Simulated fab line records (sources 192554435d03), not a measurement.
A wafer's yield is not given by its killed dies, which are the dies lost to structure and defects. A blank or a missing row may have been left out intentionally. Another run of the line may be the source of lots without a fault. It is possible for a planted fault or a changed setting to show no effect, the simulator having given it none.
Split-lot trial    flow n5_finfet    on a route of 1938 steps: 7 lots, 21 wafers read

## ON THE SPLIT
At N5_BEOL_M0_SAQP_DESCUM_45 (chemistry O2, time 7 s), the setting time_s was moved away from the recipe's 7 s on 10 of the 21 wafers read, by -20.8% to +12.3%. This setting was run at the recipe's value on the other wafers.

The reading comes from the split's own step.

## THE READING
CAR-EUV_of_BEOL_M0_SAQP_COAT_34.thk_nm (the simulator's own value, which no gauge read), in nm, at N5_BEOL_M0_SAQP_DESCUM_45 (chemistry O2, time 7 s). No usual value for it is given in the file. Across the 11 wafers here that went through the recipe, the average is 26.1 nm and the standard deviation 0.096 nm.

wafer   tool, chamber at the split  time_s as run, s  against the recipe  CAR-EUV_of_BEOL_M0_SAQP_COAT_34.thk_nm, nm  against lot-mates on the recipe
L076.2  rie_diel-05, 2,3            5.543             -20.8%              27                                          +1.0
L076.5  rie_diel-05, 2,3            5.543             -20.8%              27                                          +1.0
L076.4  rie_diel-05, 1              7                 recipe              26                                          -
L085.1  rie_diel-06, 2              7                 recipe              26                                          -
L085.2  rie_diel-06, 0,1            7                 recipe              26.2                                        -
L085.4  rie_diel-06, 0,1            7                 recipe              26.2                                        -
L086.1  rie_diel-05, 2              7.446             +6.4%               26                                          -0.2
L086.5  rie_diel-05, 2              7                 recipe              26.2                                        -
L086.6  rie_diel-05, 1              7.446             +6.4%               25.8                                        -0.4
L087.1  rie_diel-06, 1              7                 recipe              26                                          -
L087.4  rie_diel-06, 3,1            7.457             +6.5%               25.8                                        -0.2
L087.6  rie_diel-06, 3,1            7.457             +6.5%               25.8                                        -0.2
L091.2  rie_diel-06, 2,1,3          7                 recipe              26.2                                        -
L091.3  rie_diel-06, 2,1,3          7                 recipe              26.2                                        -
L091.4  rie_diel-06, 2,1,3          7                 recipe              26.2                                        -
L095.1  rie_diel-03, 1,2            7.859             +12.3%              25.6                                        no lot-mate on the recipe
L095.3  rie_diel-03, 1,2            7.859             +12.3%              25.6                                        no lot-mate on the recipe
L095.4  rie_diel-03, 0              7.859             +12.3%              25.8                                        no lot-mate on the recipe
L096.2  rie_diel-03, 3              5.677             -18.9%              26.8                                        +0.7
L096.3  rie_diel-03, 0              7                 recipe              26.2                                        -
L096.5  rie_diel-03, 2              7                 recipe              26                                          -
When a row names more than one chamber, that row covers several wafers, and the file does not tell which wafer ran in which chamber.

THE FIT
A straight line over all 21 wafers: CAR-EUV_of_BEOL_M0_SAQP_COAT_34.thk_nm changes by -0.0397 nm for each +1% of time_s; r = -0.97; the points scatter about the line by 0.095 nm.
The same after taking each lot's own level away (the mean of its wafers on the recipe; 18 wafers): -0.0438 nm for each +1%; r = -0.98; scatter 0.084 nm.
According to that fit, moving time_s by its largest amount changes the reading by 0.91 nm.
Measured against the standard deviation above, the lots' own levels, which go from 26.00 to 26.20 nm, span 2.1 times it.
The two slopes are in agreement: the lot-to-lot level therefore moves the slope only a little.
Check: with one of the wafers moved furthest among these (-20.8%) left out of the fit, the line predicts +0.885 nm for it against its lot-mates. It came out at +1 nm against them.

## FILE'S OWN FIT
CAR-EUV_of_BEOL_M0_SAQP_COAT_34.thk_nm changes by -0.0426 nm for each +1% of time_s, r = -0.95.
